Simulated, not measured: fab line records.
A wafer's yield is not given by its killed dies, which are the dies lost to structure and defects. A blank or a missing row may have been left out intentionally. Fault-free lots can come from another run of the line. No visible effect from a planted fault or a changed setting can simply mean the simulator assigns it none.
Chamber matching ; flow nand harc ; NHARC_P_BONDPAD_DESCUM_11 on rie diel-01 has 4 sister chambers
The step chemistry O2, time 3 s. 4 wafers are shown with their chamber, then 9 later ones without.

== WAFERS PAIRED WITH THEIR CHAMBERS ==
wafer;chamber;drypump motor current A (A)
L083.3;1;6.4
L084.2;0;4.9
L084.3;2;5.3
L084.6;3;5.8

== WAFERS MISSING THEIR CHAMBER ==
wafer;drypump motor current A (A)
L089.2;6.4
L089.3;5.3
L089.5;6.4
L093.1;5.8
L093.2;6.3
L093.3;4.9
L094.2;6.3
L094.4;5.3
L094.5;6.3

== THE CHAMBER EACH PASSED THROUGH ==
wafer;from the rows above;in truth
L089.2;1;1
L089.3;2;2
L089.5;1;1
L093.1;3;3
L093.2;1;1
L093.3;0;0
L094.2;1;1
L094.4;2;2
L094.5;1;1
9 of 9 placed correctly. Left unplaced by these rows: 0. 0 placed wrongly.
How it was worked out, from the rows above alone: a wafer's distance from a chamber is the root of the sum, over the readings, of the square of ((its reading less the chamber's mean) divided by the reading's scatter). If the next closest chamber is less than 2 further off than the closest, the wafer can't be placed; otherwise it belongs to the closest. A chamber's mean is the mean of its shown wafers. The scatter: with one shown wafer a chamber, the root of the mean of the squares of how far each hidden wafer lies from its nearest shown one.
